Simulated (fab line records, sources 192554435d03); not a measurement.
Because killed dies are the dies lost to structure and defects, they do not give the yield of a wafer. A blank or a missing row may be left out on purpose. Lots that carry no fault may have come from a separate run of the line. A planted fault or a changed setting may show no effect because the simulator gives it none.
Split-lot experiment || flow n5_finfet || on a route of 1938 steps: 7 lots, 21 wafers read

## ON THE SPLIT
At N5_FIN_SAQP_HM_DEP_03 (deposits SiNx from SiH4/NH3/N2, target thk 38 nm, time 33.6 s), the setting time_s was moved away from the recipe's 33.6 s on 4 of the 21 wafers read, by +6.5% to +7.8%. The other wafers ran this setting at the recipe's value.

## FROM THE SPLIT TO THE READING: what the file shows between them, 16 steps
- N5_FIN_SAQP_THK_MEAS_05
- N5_FIN_SAQP_HM_DEP_72: deposits SiO2 from SiH4/N2O, target thk 12 nm, time 7.2 s (also split here: time_s)
- N5_FIN_SAQP_COAT_49: time 60 s, resist thk 100 nm
- N5_FIN_SAQP_COAT_50: time 60 s, resist thk 35 nm
- N5_FIN_SAQP_ETCH_52: etches SOC in N2/H2, target depth 100 nm, overetch 20 nm, time 150 s
- N5_FIN_SAQP_STRIP_53: strips in N2/H2
- N5_FIN_SAQP_HM_OPEN_73: chemistry CHF3/O2, target SiO2, stops on a-Si, target depth 12 nm, time 16.8 s
- N5_FIN_SAQP_STRIP_74: strips in CHF3/O2
- N5_FIN_SAQP_MANDREL_ETCH_22: etches a-Si in HBr/Cl2, stops on SiNx, target depth 60 nm, bt time 10 s, time 30 s
- N5_FIN_SAQP_SPACER2_ALD_28: deposits SiO2, target thk 8.1 nm, pulse time 1 s, purge time 2 s
- N5_FIN_SAQP_SPACER2_ETCHBACK_29: etches SiO2 in CHF3/O2, target depth 12.2 nm, time 6.1 s
- N5_FIN_SAQP_MANDREL2_REMOVE_60: chemistry HBr/Cl2/O2, target a-Si, stops on SiNx, bt time 10 s
- N5_FIN_SAQP_HM_OPEN_33: chemistry CH3F/O2, target SiNx, target depth 49.4 nm, time 70.6 s
- N5_FIN_SAQP_ETCH_34: etches SiO2 in C4F6/O2, target depth 45 nm, time 15 s
- N5_FIN_SAQP_STRIP_77: strips in N2/H2, time 90 s
- N5_FIN_SAQP_ETCH_64: etches SiO2 in CF4, target depth 1.5 nm

## THE READING
SiNx_of_FIN_SAQP_HM_DEP_03.thk_nm (the simulator's own value, which no gauge read), in nm, at N5_FIN_SAQP_FIN_ETCH_36 (etches the open film in HBr/Cl2/O2, target depth 120 nm, time 50.4 s). The file gives no usual value for it. Average 21.2 nm, standard deviation 0.5 nm, over the 17 wafers here run with the recipe.

{"wafer": "L077.3", "tool, chamber at the split": "pecvd-04, 1", "time_s as run, s": 33.6, "against the recipe": "recipe", "SiNx_of_FIN_SAQP_HM_DEP_03.thk_nm, nm": 21, "against lot-mates on the recipe": "-"}
{"wafer": "L077.4", "tool, chamber at the split": "pecvd-04, 0", "time_s as run, s": 35.78, "against the recipe": "+6.5%", "SiNx_of_FIN_SAQP_HM_DEP_03.thk_nm, nm": 23.4, "against lot-mates on the recipe": "+2.4"}
{"wafer": "L077.5", "tool, chamber at the split": "pecvd-04, 0", "time_s as run, s": 35.78, "against the recipe": "+6.5%", "SiNx_of_FIN_SAQP_HM_DEP_03.thk_nm, nm": 23.8, "against lot-mates on the recipe": "+2.8"}
{"wafer": "L079.3", "tool, chamber at the split": "pecvd-02, 1", "time_s as run, s": 33.6, "against the recipe": "recipe", "SiNx_of_FIN_SAQP_HM_DEP_03.thk_nm, nm": 21.2, "against lot-mates on the recipe": "-"}
{"wafer": "L079.5", "tool, chamber at the split": "pecvd-02, 2", "time_s as run, s": 36.23, "against the recipe": "+7.8%", "SiNx_of_FIN_SAQP_HM_DEP_03.thk_nm, nm": 24.2, "against lot-mates on the recipe": "+3.0"}
{"wafer": "L079.6", "tool, chamber at the split": "pecvd-02, 0", "time_s as run, s": 36.23, "against the recipe": "+7.8%", "SiNx_of_FIN_SAQP_HM_DEP_03.thk_nm, nm": 25, "against lot-mates on the recipe": "+3.8"}
{"wafer": "L082.4", "tool, chamber at the split": "pecvd-03, 2", "time_s as run, s": 33.6, "against the recipe": "recipe", "SiNx_of_FIN_SAQP_HM_DEP_03.thk_nm, nm": 21.4, "against lot-mates on the recipe": "-"}
{"wafer": "L082.5", "tool, chamber at the split": "pecvd-03, 1", "time_s as run, s": 33.6, "against the recipe": "recipe", "SiNx_of_FIN_SAQP_HM_DEP_03.thk_nm, nm": 21.8, "against lot-mates on the recipe": "-"}
{"wafer": "L082.6", "tool, chamber at the split": "pecvd-03, 0", "time_s as run, s": 33.6, "against the recipe": "recipe", "SiNx_of_FIN_SAQP_HM_DEP_03.thk_nm, nm": 21.8, "against lot-mates on the recipe": "-"}
{"wafer": "L091.3", "tool, chamber at the split": "pecvd-03, 0", "time_s as run, s": 33.6, "against the recipe": "recipe", "SiNx_of_FIN_SAQP_HM_DEP_03.thk_nm, nm": 21.8, "against lot-mates on the recipe": "-"}
{"wafer": "L091.5", "tool, chamber at the split": "pecvd-03, 2", "time_s as run, s": 33.6, "against the recipe": "recipe", "SiNx_of_FIN_SAQP_HM_DEP_03.thk_nm, nm": 21.8, "against lot-mates on the recipe": "-"}
{"wafer": "L091.4", "tool, chamber at the split": "pecvd-03, 2", "time_s as run, s": 33.6, "against the recipe": "recipe", "SiNx_of_FIN_SAQP_HM_DEP_03.thk_nm, nm": 21.4, "against lot-mates on the recipe": "-"}
{"wafer": "L093.1", "tool, chamber at the split": "pecvd-02, 1", "time_s as run, s": 33.6, "against the recipe": "recipe", "SiNx_of_FIN_SAQP_HM_DEP_03.thk_nm, nm": 20.2, "against lot-mates on the recipe": "-"}
{"wafer": "L093.2", "tool, chamber at the split": "pecvd-02, 2", "time_s as run, s": 33.6, "against the recipe": "recipe", "SiNx_of_FIN_SAQP_HM_DEP_03.thk_nm, nm": 21.2, "against lot-mates on the recipe": "-"}
{"wafer": "L093.4", "tool, chamber at the split": "pecvd-02, 2", "time_s as run, s": 33.6, "against the recipe": "recipe", "SiNx_of_FIN_SAQP_HM_DEP_03.thk_nm, nm": 21, "against lot-mates on the recipe": "-"}
{"wafer": "L094.2", "tool, chamber at the split": "pecvd-02, 0", "time_s as run, s": 33.6, "against the recipe": "recipe", "SiNx_of_FIN_SAQP_HM_DEP_03.thk_nm, nm": 20.8, "against lot-mates on the recipe": "-"}
{"wafer": "L094.4", "tool, chamber at the split": "pecvd-02, 2", "time_s as run, s": 33.6, "against the recipe": "recipe", "SiNx_of_FIN_SAQP_HM_DEP_03.thk_nm, nm": 21, "against lot-mates on the recipe": "-"}
{"wafer": "L094.6", "tool, chamber at the split": "pecvd-02, 1", "time_s as run, s": 33.6, "against the recipe": "recipe", "SiNx_of_FIN_SAQP_HM_DEP_03.thk_nm, nm": 21.2, "against lot-mates on the recipe": "-"}
{"wafer": "L095.2", "tool, chamber at the split": "pecvd-03, 0", "time_s as run, s": 33.6, "against the recipe": "recipe", "SiNx_of_FIN_SAQP_HM_DEP_03.thk_nm, nm": 20, "against lot-mates on the recipe": "-"}
{"wafer": "L095.5", "tool, chamber at the split": "pecvd-03, 1", "time_s as run, s": 33.6, "against the recipe": "recipe", "SiNx_of_FIN_SAQP_HM_DEP_03.thk_nm, nm": 21, "against lot-mates on the recipe": "-"}
{"wafer": "L095.6", "tool, chamber at the split": "pecvd-03, 2", "time_s as run, s": 33.6, "against the recipe": "recipe", "SiNx_of_FIN_SAQP_HM_DEP_03.thk_nm, nm": 21.4, "against lot-mates on the recipe": "-"}

FIT RESULTS
A straight line over all 21 wafers: SiNx_of_FIN_SAQP_HM_DEP_03.thk_nm changes by +0.412 nm for each +1% of time_s; r = +0.92; the points scatter about the line by 0.51 nm.
The same after taking each lot's own level away (the mean of its wafers on the recipe; 21 wafers): +0.421 nm for each +1%; r = +0.96; scatter 0.35 nm.
That fit puts the effect of the largest move of time_s on the reading at 3.3 nm.
Measured against the standard deviation above, the lots' own levels, which go from 20.80 to 21.67 nm, span 1.7 times it.
So the lot-to-lot level changes the slope little: the two slopes agree.
Check: with one of the wafers moved furthest among these (+7.8%) left out of the fit, the line predicts +3.42 nm for it against its lot-mates. It came out at +3 nm against them.

## FURTHER SPLITS ON THESE WAFERS
Note: prior to the reading, these wafers also went through further splits. Each is held against what the fit with the lots' levels taken away leaves over:
{"other split on the same wafers": "N5_ZERO_LAYER_ETCH_18 bias_w", "wafers away from the commonest value": 7, "r with SiNx_of_FIN_SAQP_HM_DEP_03.thk_nm (lot level and that fit taken away)": "+0.20"}
{"other split on the same wafers": "N5_PMOS_HMC_CHANNEL_EPI_PEB_07 peb_temp_c", "wafers away from the commonest value": 8, "r with SiNx_of_FIN_SAQP_HM_DEP_03.thk_nm (lot level and that fit taken away)": "+0.04"}
{"other split on the same wafers": "N5_FIN_SAQP_HM_DEP_72 time_s", "wafers away from the commonest value": 8, "r with SiNx_of_FIN_SAQP_HM_DEP_03.thk_nm (lot level and that fit taken away)": "+0.13"}

## THE WHOLE CHAIN: every reading that the file lists as answering this split, in the file's order
{"step": "N5_FIN_SAQP_HM_DEP_03", "what it does": "deposits SiNx from SiH4/NH3/N2, target thk 38 nm, time 33.6 s", "reading": "SiNx_of_FIN_SAQP_HM_DEP_03.thk_nm (the simulator's own value, which no gauge read)", "change (the file's fit)": "+0.4 nm for each +1% of the setting", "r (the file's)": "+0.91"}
{"step": "N5_FIN_SAQP_THK_MEAS_05", "what it does": "", "reading": "thk_nm", "change (the file's fit)": "withheld for each +1% of the setting", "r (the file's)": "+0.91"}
{"step": "N5_FIN_SAQP_MANDREL2_REMOVE_60", "what it does": "chemistry HBr/Cl2/O2, target a-Si, stops on SiNx, bt time 10 s", "reading": "SiNx_of_FIN_SAQP_HM_DEP_03.thk_nm (the simulator's own value, which no gauge read)", "change (the file's fit)": "+0.388 nm for each +1% of the setting", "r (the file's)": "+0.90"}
{"step": "N5_FIN_SAQP_HM_OPEN_33", "what it does": "chemistry CH3F/O2, target SiNx, target depth 49.4 nm, time 70.6 s", "reading": "etch_rf_on_time_s", "change (the file's fit)": "withheld for each +1% of the setting", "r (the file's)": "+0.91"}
{"step": "N5_FIN_SAQP_HM_OPEN_33", "what it does": "chemistry CH3F/O2, target SiNx, target depth 49.4 nm, time 70.6 s", "reading": "etch.depth_nm (the simulator's own value, which no gauge read)", "change (the file's fit)": "+0.397 nm for each +1% of the setting", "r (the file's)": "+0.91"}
{"step": "N5_FIN_SAQP_ETCH_34", "what it does": "etches SiO2 in C4F6/O2, target depth 45 nm, time 15 s", "reading": "SiNx_of_FIN_SAQP_HM_DEP_03.thk_nm (the simulator's own value, which no gauge read)", "change (the file's fit)": "+0.408 nm for each +1% of the setting", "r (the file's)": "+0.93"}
{"step": "N5_FIN_SAQP_FIN_ETCH_36", "what it does": "etches the open film in HBr/Cl2/O2, target depth 120 nm, time 50.4 s", "reading": "SiNx_of_FIN_SAQP_HM_DEP_03.thk_nm (the simulator's own value, which no gauge read)", "change (the file's fit)": "+0.421 nm for each +1% of the setting", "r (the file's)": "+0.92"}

## THE FILE'S OWN FIT
SiNx_of_FIN_SAQP_HM_DEP_03.thk_nm changes by +0.421 nm for each +1% of time_s, r = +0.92.
